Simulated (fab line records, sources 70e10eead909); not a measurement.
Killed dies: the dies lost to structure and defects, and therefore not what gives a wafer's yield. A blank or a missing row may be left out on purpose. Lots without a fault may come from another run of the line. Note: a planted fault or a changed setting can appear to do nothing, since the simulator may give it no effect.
Chamber matching | flow nand harc | rie diel-06 running NHARC_A_STAIRCASE_DESCUM_270: 4 sister chambers
The step chemistry O2, time 3 s. 16 wafers are shown with their chamber, then 8 later ones without.

== WAFERS WITH THEIR CHAMBER ==
wafer  | chamber | drypump motor current A (A) | oes product au (a.u.) | showerhead plenum p Torr (Torr)
L076.1 | 2       | 6.3                         | 0.982                 | 1.93
L076.2 | 3       | 5.3                         | 1.005                 | 1.91
L076.4 | 1       | 5.5                         | 0.994                 | 1.77
L079.1 | 0       | 5.2                         | 1.006                 | 1.84
L079.2 | 3       | 5.3                         | 1.002                 | 1.91
L079.3 | 2       | 6.3                         | 0.984                 | 1.92
L081.3 | 3       | 5.2                         | 1.006                 | 1.90
L081.5 | 3       | 5.3                         | 0.996                 | 1.90
L081.6 | 0       | 5.2                         | 0.997                 | 1.83
L083.2 | 3       | 5.3                         | 0.999                 | 1.90
L083.3 | 2       | 6.2                         | 0.984                 | 1.92
L083.6 | 3       | 5.3                         | 1.003                 | 1.90
L090.2 | 3       | 5.3                         | 1.000                 | 1.90
L090.3 | 1       | 5.6                         | 1.002                 | 2.07
L090.6 | 2       | 6.3                         | 0.986                 | 1.91
L093.1 | 0       | 5.3                         | 1.012                 | 1.82

SIGNATURES, as means of the wafers listed above
reading                  | chamber 0 | chamber 1 | chamber 2 | chamber 3 | scatter within a chamber
drypump motor current A  | 5.233     | 5.550     | 6.275     | 5.286     | 0.0481
oes product au           | 1.00500   | 0.99800   | 0.98400   | 1.00157   | 0.00436
showerhead plenum p Torr | 1.8300    | 1.9200    | 1.9200    | 1.9029    | 0.0616
Rule: for a wafer and a chamber, the distance is found by dividing, reading by reading, the gap between the wafer's reading and the chamber's mean by the reading's scatter, squaring, summing and taking the root. The wafer belongs to the nearest chamber; if the next one is less than 2 further off, it can't be placed. The scatter: the root of (the sum of the squares of (reading less its chamber's mean) over the shown wafers, divided by (wafers less chambers)).

== WAFERS WITH NO CHAMBER GIVEN ==
wafer  | drypump motor current A (A) | oes product au (a.u.) | showerhead plenum p Torr (Torr)
L093.5 | 5.6                         | 1.001                 | 2.07
L093.6 | 5.3                         | 1.010                 | 1.82
L096.2 | 5.6                         | 0.988                 | 2.07
L096.3 | 6.2                         | 0.987                 | 1.91
L096.4 | 5.3                         | 1.013                 | 1.82
L095.2 | 6.3                         | 1.003                 | 1.91
L095.4 | 5.3                         | 1.004                 | 1.82
L095.5 | 6.3                         | 0.996                 | 1.91

== WHICH CHAMBER EACH ONE RAN IN ==
wafer  | from the rows above     | in truth
L093.5 | 1                       | 1
L093.6 | can't be placed: 0 or 3 | 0
L096.2 | 1                       | 1
L096.3 | 2                       | 2
L096.4 | can't be placed: 0 or 3 | 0
L095.2 | 2                       | 2
L095.4 | can't be placed: 0 or 3 | 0
L095.5 | 2                       | 2
5 of 8 placed correctly. Not placeable from these rows: 3 (in 3, the candidates include the true chamber). Number placed wrongly: 0.
